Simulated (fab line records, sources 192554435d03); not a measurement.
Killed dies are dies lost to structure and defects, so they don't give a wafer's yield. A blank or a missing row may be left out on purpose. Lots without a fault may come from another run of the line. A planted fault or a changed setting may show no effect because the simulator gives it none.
Problem report in the 8D (eight disciplines) form, filled by code | flow n5_finfet | the parts of the form that need people (team, actions taken, sign-off) are left out

1. THE PROBLEM
rf_fwd_power_W at N5_BEOL_M7_ETCH_62 reads a mean of 1038.6 W on 6 wafers of 2 lots; wafers without a fault read 837.6 W with a standard deviation of 2.6. That is +77 standard deviations from the usual mean.
The step: etches SOC in N2/H2, target depth 110 nm, overetch 22 nm, time 165 s.
First seen on wafer L500.3, day 13 07:29, on rie_diel-05. The record holds 33 wafers of 11 lots with a number at this step. Rule for "out", or "out of limits": more than 4 standard deviations from the usual mean. The other wafers with a number count as sound.

2. WHAT IT IS AND WHAT IT IS NOT
question                    | is                       | is not
which readings at this step | rf_fwd_power_W, rf_vpp_V | drypump_motor_current_A, oes_product_au, showerhead_plenum_p_Torr, throttle_valve_pct
which lots                  | L500, L502               | L485, L487, L489, L492, L495, L496, L497, L499, L503
which wafers of those lots  | all that have a number   | -
read on which tools         | rie_diel-05              | rie_diel-03, rie_diel-04
when                        | from day 13 07:29        | up to then (24 sound wafers); but 3 sound wafers of L503 came after

3. SUSPECTS, AND WHAT RULES EACH OUT
Counting: a tool at a process step up to the reading stays a suspect if it ran every lot that is out and no sound lot after the first of them.
- rie_diel-05 at N5_BEOL_M7_ETCH_62 (etches SOC in N2/H2, target depth 110 nm, overetch 22 nm, time 165 s): kept. It ran every lot that is out, first L500 (day 13 07:29), and no sound lot after that; its last sound lot up to then is L499 (day 13 00:45). Its own readings are out on those wafers: rf_fwd_power_W, rf_vpp_V.
Left after counting: rie_diel-05 at N5_BEOL_M7_ETCH_62.

4. THE CAUSE (what the simulator had put in)
Process parameter drift: rie_diel-05, from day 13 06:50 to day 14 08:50, at N5_BEOL_M7_ETCH_62. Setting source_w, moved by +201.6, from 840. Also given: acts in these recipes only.
Counting left only this tool.

5. THE CHAIN OF EFFECTS, in route order
Each row: a reading whose mean over the struck wafers that have a number lies more than 3 standard deviations from the usual. Only readings for which the record gives a usual standard deviation are gone through. hours: the time from each lot's start at the first step in this table that gives one to its start at this step, as a median over the lots. sigmas: the change in usual standard deviations.
hours | step               | reading        | usual   | on struck wafers | change | sigmas
0     | N5_BEOL_M7_ETCH_62 | rf_fwd_power_W | 837.6 W | 1038.6           | +201.0 | +77
0     | N5_BEOL_M7_ETCH_62 | rf_vpp_V       | 524.4 V | 488.6            | -35.8  | -17
The process steps in it:
- N5_BEOL_M7_ETCH_62: etches SOC in N2/H2, target depth 110 nm, overetch 22 nm, time 165 s.

6. WHAT WOULD HAVE CAUGHT IT SOONER
In this record the first reading out of limits was taken at day 13 07:29, 1 hour after the fault began at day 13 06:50.
